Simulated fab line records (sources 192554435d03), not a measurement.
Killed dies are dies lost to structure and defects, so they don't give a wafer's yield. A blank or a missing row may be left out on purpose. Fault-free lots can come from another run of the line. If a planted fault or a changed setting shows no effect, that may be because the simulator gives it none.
Which tool was responsible? :: flow n5 finfet :: 72 wafers from 24 lots sampled at 2 of the route's 1938 steps

## WHAT EACH GAUGE READ, for each wafer
N5_BEOL_M4_OVL_MEAS_29. Usual: V3_OVL typically reads 0.0 nm, with standard deviation 0.6.
lot: L076
measured: day 7 19:42
on: overlay-02
V3_OVL (nm): -0.3 -0.9 -0.4
flag: 

lot: L074
measured: day 7 20:53
on: overlay-01
V3_OVL (nm): 0.2 -0.9 -1.3
flag: 

lot: L075
measured: day 8 02:24
on: overlay-02
V3_OVL (nm): -1.6 -0.6 -0.7
flag: 

lot: L077
measured: day 8 10:52
on: overlay-01
V3_OVL (nm): 1.2 0.7 0.4
flag: 

lot: L078
measured: day 8 16:58
on: overlay-02
V3_OVL (nm): -0.1 0.1 0.5
flag: 

lot: L079
measured: day 9 04:43
on: overlay-02
V3_OVL (nm): -0.2 0.0 -0.1
flag: 

lot: L081
measured: day 9 05:22
on: overlay-01
V3_OVL (nm): -0.4 0.4 -0.2
flag: 

lot: L080
measured: day 9 06:31
on: overlay-02
V3_OVL (nm): -0.6 -0.4 0.2
flag: 

lot: L082
measured: day 10 03:20
on: overlay-01
V3_OVL (nm): 0.4 0.1 0.2
flag: 

lot: L084
measured: day 10 08:45
on: overlay-02
V3_OVL (nm): 0.2 0.4 -0.2
flag: 

lot: L083
measured: day 10 09:04
on: overlay-02
V3_OVL (nm): 0.8 0.3 0.9
flag: 

lot: L085
measured: day 10 09:53
on: overlay-01
V3_OVL (nm): -0.2 0.3 -0.1
flag: 

lot: L086
measured: day 10 13:21
on: overlay-01
V3_OVL (nm): 0.5 0.1 -0.4
flag: 

lot: L087
measured: day 10 21:55
on: overlay-02
V3_OVL (nm): 0.3 -0.7 -0.1
flag: 

lot: L088
measured: day 11 02:55
on: overlay-01
V3_OVL (nm): -0.3 -0.3 -1.0
flag: 

lot: L089
measured: day 11 07:20
on: overlay-01
V3_OVL (nm): 0.4 -0.5 1.7
flag: 

lot: L090
measured: day 11 08:10
on: overlay-01
V3_OVL (nm): 0.2 0.4 0.1
flag: 

lot: L091
measured: day 11 12:04
on: overlay-02
V3_OVL (nm): -0.6 -1.0 0.2
flag: 

lot: L093
measured: day 12 11:43
on: overlay-02
V3_OVL (nm): 1.0 1.0 0.9
flag: 

lot: L092
measured: day 12 13:11
on: overlay-02
V3_OVL (nm): -0.4 0.6 -0.3
flag: 

lot: L095
measured: day 12 20:15
on: overlay-02
V3_OVL (nm): -0.1 -0.4 -1.0
flag: 

lot: L094
measured: day 13 00:07
on: overlay-02
V3_OVL (nm): -0.7 0.6 -0.3
flag: 

lot: L096
measured: day 13 01:55
on: overlay-01
V3_OVL (nm): 0.6 0.7 1.0
flag: 

lot: L097
measured: day 13 02:19
on: overlay-01
V3_OVL (nm): 0.5 0.4 -0.6
flag: 

## EACH LOT AND THE TOOL THAT RAN IT (in order: tool; ch and the chambers of the sampled wafers; start)
lot: L076
N5_BEOL_M4_ILD_DEP_00: pecvd-02 ch 0,1, day 7 17:13

lot: L074
N5_BEOL_M4_ILD_DEP_00: pecvd-02 ch 0,2, day 7 19:03

lot: L075
N5_BEOL_M4_ILD_DEP_00: pecvd-04 ch 0,2, day 7 22:22

lot: L077
N5_BEOL_M4_ILD_DEP_00: pecvd-03 ch 0,2, day 8 06:58

lot: L078
N5_BEOL_M4_ILD_DEP_00: pecvd-04 ch 0,1,2, day 8 14:53

lot: L079
N5_BEOL_M4_ILD_DEP_00: pecvd-04 ch 1,2, day 9 01:55

lot: L081
N5_BEOL_M4_ILD_DEP_00: pecvd-02 ch 0,1, day 9 02:03

lot: L080
N5_BEOL_M4_ILD_DEP_00: pecvd-03 ch 0,1,2, day 9 03:47

lot: L082
N5_BEOL_M4_ILD_DEP_00: pecvd-03 ch 0,1, day 10 01:19

lot: L084
N5_BEOL_M4_ILD_DEP_00: pecvd-04 ch 0,2, day 10 05:14

lot: L083
N5_BEOL_M4_ILD_DEP_00: pecvd-03 ch 0,1, day 10 05:38

lot: L085
N5_BEOL_M4_ILD_DEP_00: pecvd-03 ch 0,1, day 10 08:25

lot: L086
N5_BEOL_M4_ILD_DEP_00: pecvd-02 ch 0,1,2, day 10 11:34

lot: L087
N5_BEOL_M4_ILD_DEP_00: pecvd-03 ch 0,1, day 10 19:35

lot: L088
N5_BEOL_M4_ILD_DEP_00: pecvd-04 ch 0,2, day 10 23:30

lot: L089
N5_BEOL_M4_ILD_DEP_00: pecvd-03 ch 0,1,2, day 11 05:15

lot: L090
N5_BEOL_M4_ILD_DEP_00: pecvd-02 ch 1,2, day 11 05:29

lot: L091
N5_BEOL_M4_ILD_DEP_00: pecvd-02 ch 0,1, day 11 10:35

lot: L093
N5_BEOL_M4_ILD_DEP_00: pecvd-03 ch 0,2, day 12 08:58

lot: L092
N5_BEOL_M4_ILD_DEP_00: pecvd-03 ch 0,2, day 12 11:29

lot: L095
N5_BEOL_M4_ILD_DEP_00: pecvd-02 ch 0,1,2, day 12 17:49

lot: L094
N5_BEOL_M4_ILD_DEP_00: pecvd-02 ch 0,1, day 12 21:41

lot: L096
N5_BEOL_M4_ILD_DEP_00: pecvd-03 ch 0,1,2, day 12 23:40

lot: L097
N5_BEOL_M4_ILD_DEP_00: pecvd-02 ch 0,2, day 12 23:56
- N5_BEOL_M4_ILD_DEP_00: deposits SiOC from DEMS/O2, target thk 79 nm, time 15.3 s.

## WHAT THE TOOLS THEMSELVES READ (means of the sampled wafers that have a number; where no wafer has one, the mark that the record gives instead)
N5_BEOL_M4_ILD_DEP_00. Usual: heater power w 430 W, standard deviation 62; showerhead plenum p Torr 5.694 Torr, standard deviation 0.016; throttle valve pct 12.1 %, standard deviation 0.48.
lot: L076
tool: pecvd-02
heater power w (W): 414
showerhead plenum p Torr (Torr): 5.686
throttle valve pct (%): 12.5
flag: 

lot: L074
tool: pecvd-02
heater power w (W): 478
showerhead plenum p Torr (Torr): 5.684
throttle valve pct (%): 11.8
flag: 

lot: L075
tool: pecvd-04
heater power w (W): 388
showerhead plenum p Torr (Torr): 5.705
throttle valve pct (%): 12.4
flag: 

lot: L077
tool: pecvd-03
heater power w (W): 498
showerhead plenum p Torr (Torr): 5.689
throttle valve pct (%): 11.8
flag: 

lot: L078
tool: pecvd-04
heater power w (W): 439
showerhead plenum p Torr (Torr): 5.693
throttle valve pct (%): 12.3
flag: 

lot: L079
tool: pecvd-04
heater power w (W): 416
showerhead plenum p Torr (Torr): 5.696
throttle valve pct (%): 12.4
flag: 

lot: L081
tool: pecvd-02
heater power w (W): 419
showerhead plenum p Torr (Torr): 5.697
throttle valve pct (%): 12.5
flag: 

lot: L080
tool: pecvd-03
heater power w (W): 413
showerhead plenum p Torr (Torr): 5.696
throttle valve pct (%): 12.2
flag: 

lot: L082
tool: pecvd-03
heater power w (W): 359
showerhead plenum p Torr (Torr): 5.690
throttle valve pct (%): 11.9
flag: 

lot: L084
tool: pecvd-04
heater power w (W): 413
showerhead plenum p Torr (Torr): 5.703
throttle valve pct (%): 12.2
flag: 

lot: L083
tool: pecvd-03
heater power w (W): 411
showerhead plenum p Torr (Torr): 5.696
throttle valve pct (%): 11.8
flag: 

lot: L085
tool: pecvd-03
heater power w (W): 397
showerhead plenum p Torr (Torr): 5.686
throttle valve pct (%): 11.7
flag: 

lot: L086
tool: pecvd-02
heater power w (W): 456
showerhead plenum p Torr (Torr): 5.695
throttle valve pct (%): 12.1
flag: 

lot: L087
tool: pecvd-03
heater power w (W): 401
showerhead plenum p Torr (Torr): 5.687
throttle valve pct (%): 12.0
flag: 

lot: L088
tool: pecvd-04
heater power w (W): 436
showerhead plenum p Torr (Torr): 5.699
throttle valve pct (%): 12.3
flag: 

lot: L089
tool: pecvd-03
heater power w (W): 450
showerhead plenum p Torr (Torr): 5.693
throttle valve pct (%): 11.7
flag: 

lot: L090
tool: pecvd-02
heater power w (W): 469
showerhead plenum p Torr (Torr): 5.696
throttle valve pct (%): 11.9
flag: 

lot: L091
tool: pecvd-02
heater power w (W): 440
showerhead plenum p Torr (Torr): 5.692
throttle valve pct (%): 12.5
flag: 

lot: L093
tool: pecvd-03
heater power w (W): 483
showerhead plenum p Torr (Torr): 5.692
throttle valve pct (%): 11.6
flag: 

lot: L092
tool: pecvd-03
heater power w (W): 466
showerhead plenum p Torr (Torr): 5.685
throttle valve pct (%): 11.6
flag: 

lot: L095
tool: pecvd-02
heater power w (W): 427
showerhead plenum p Torr (Torr): 5.698
throttle valve pct (%): 12.2
flag: 

lot: L094
tool: pecvd-02
heater power w (W): 441
showerhead plenum p Torr (Torr): 5.696
throttle valve pct (%): 12.6
flag: 

lot: L096
tool: pecvd-03
heater power w (W): 431
showerhead plenum p Torr (Torr): 5.696
throttle valve pct (%): 11.8
flag: 

lot: L097
tool: pecvd-02
heater power w (W): 420
showerhead plenum p Torr (Torr): 5.675
throttle valve pct (%): 12.1
flag: 

## THE ANSWER, worked out from the rows above alone
Rule: a lot is off if the mean of its wafers that have a number lies more than 3 standard deviations from the usual mean. A lot without any number at a reading at which 4 lots or more have one is off too. Any other lot the step has rows for is counted as sound. First the gauges in route order, then the tools' own readings, where a lot's mean is used as printed above. At the first step where some lot is off, the reading lying furthest off is the one used; lots without a number count as furthest.
No lot is off on any of the readings shown, so nothing can be concluded from this.

## WHAT THE SIMULATOR PUT IN
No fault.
